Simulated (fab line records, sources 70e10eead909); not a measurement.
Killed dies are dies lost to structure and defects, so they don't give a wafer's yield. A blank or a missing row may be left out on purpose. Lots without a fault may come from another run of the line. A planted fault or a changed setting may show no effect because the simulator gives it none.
Chamber matching | flow nand_harc | NHARC_P_GATE_DESCUM_48 on rie_diel-06: 4 sister chambers
The step chemistry O2, time 3 s. 4 wafers are shown with their chamber, then 10 later ones without.

WAFERS WITH THEIR CHAMBER
wafer  | chamber | drypump_motor_current_A (A)
L085.1 | 3       | 5.8
L089.2 | 1       | 5.4
L088.2 | 0       | 6.1
L088.5 | 2       | 6.1

WAFERS WITHOUT THEIR CHAMBER
wafer  | drypump_motor_current_A (A)
L088.6 | 5.4
L092.4 | 6.1
L092.5 | 6.1
L092.6 | 5.4
L094.1 | 6.1
L094.3 | 6.2
L094.4 | 5.7
L095.1 | 6.1
L095.2 | 6.2
L095.6 | 5.8

WHICH CHAMBER EACH WENT THROUGH
wafer  | from the rows above     | in truth
L088.6 | 1                       | 1
L092.4 | can't be placed: 0 or 2 | 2
L092.5 | can't be placed: 0 or 2 | 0
L092.6 | 1                       | 1
L094.1 | can't be placed: 0 or 2 | 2
L094.3 | can't be placed: 0 or 2 | 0
L094.4 | 3                       | 3
L095.1 | can't be placed: 0 or 2 | 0
L095.2 | can't be placed: 0 or 2 | 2
L095.6 | 3                       | 3
Placed correctly: 4 of 10. Can't be placed from these rows: 6 (the true chamber is among the candidates in 6). Placed wrongly: 0.
How it was worked out, from the rows above alone: a wafer's distance from a chamber is the root of the sum, over the readings, of the square of ((its reading less the chamber's mean) divided by the reading's scatter). The wafer belongs to the nearest chamber; if the next one is less than 2 further off, it can't be placed. A chamber's mean is the mean of its shown wafers. The scatter: with one shown wafer a chamber, the root of the mean of the squares of how far each hidden wafer lies from its nearest shown one.
